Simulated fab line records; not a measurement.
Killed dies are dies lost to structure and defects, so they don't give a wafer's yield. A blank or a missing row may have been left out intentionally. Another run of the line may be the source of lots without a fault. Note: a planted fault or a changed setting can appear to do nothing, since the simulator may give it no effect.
Comparing a struck lot with a sound one    flow nand_harc    14 out of 1159 route steps
Sound: the wafers L830.1, L830.3, L830.5. Wafers L824.1, L824.3, L824.6 were the ones struck. The cause is given at the end.
At each step with rows: each side's tool, then ch and its chambers, then its first start. Under that, the readings that differ: sound wafers    struck wafers    difference of the means    sigmas: that difference in standard deviations of wafers without a fault.
alike: words and numbers the same on both sides, and readings whose means are apart by under 2 such deviations; not compared: readings that were withheld, readings missing a value for some wafer, numbers with overlapping values and no deviation given by the record, and bounds like >300 which may hide the same value.
The two part at a step that has a row with sigmas, a row that says differs or no value, or rows on one side only. Numbers that have no deviation but don't overlap get no sigmas and don't part them. A reading that every wafer of one side lacks parts them only if that side has two wafers or more.

NHARC_A_M1_DEP_33: deposits SiCN, target thk 30 nm.
  sound on pecvd-01 ch 1,2, day 22 09:26; struck on pecvd-01 ch 0,1,2, day 21 07:55
  alike: heater_power_w
NHARC_A_BONDPAD_DEP_00: deposits SiCN, target thk 250 nm.
  sound on pecvd-04 ch 0,1,2, day 22 10:02; struck on pecvd-04 ch 1,2, day 21 08:31
  alike: heater_power_w
NHARC_A_BONDPAD_CMP_29: polishes SiCN, target thk 200 nm.
  sound on cmp-01 ch 0,3, day 22 10:24; struck on cmp-03 ch 0,2, day 21 08:53
  alike: motor_current_A
NHARC_A_BONDPAD_THK_MEAS_30: measures by ellipsometry.
  sound: film_metro-02 at day 22 10:39; struck: film_metro-02 at day 21 09:08
  alike: thk_nm
then, 8 steps without rows for these wafers: NHARC_A_BONDPAD_SRD_31; NHARC_A_BONDPAD_DEHYDRATE_01 (time 120 s); NHARC_A_BONDPAD_HMDS_02 (time 30 s); NHARC_A_BONDPAD_COAT_33 (time 65 s); NHARC_A_BONDPAD_COAT_03 (resist thk 600 nm); NHARC_A_BONDPAD_SOFTBAKE_04 (time 70 s); NHARC_A_BONDPAD_EBR_05; NHARC_A_BONDPAD_EXPOSE_06 (exposes mask A BPAD).
NHARC_A_BONDPAD_PEB_07: peb time 80 s.
  struck on litho_track-02, day 21 09:29; sound on litho_track-07 ch 0, day 22 11:00
  no value came back on the struck wafers for chill_plate_temp_C (C), exhaust_pa (Pa), plate_temp_C (C); on the sound wafers chill_plate_temp_C (C) reads 23.00 23.04 22.89
then, 1 step without rows for these wafers: NHARC_A_BONDPAD_DEVELOP_08 (time 50 s).

## WHERE THEY PART
NHARC_A_BONDPAD_PEB_07 only, going by this record.

WHY: what had been put in by the simulator
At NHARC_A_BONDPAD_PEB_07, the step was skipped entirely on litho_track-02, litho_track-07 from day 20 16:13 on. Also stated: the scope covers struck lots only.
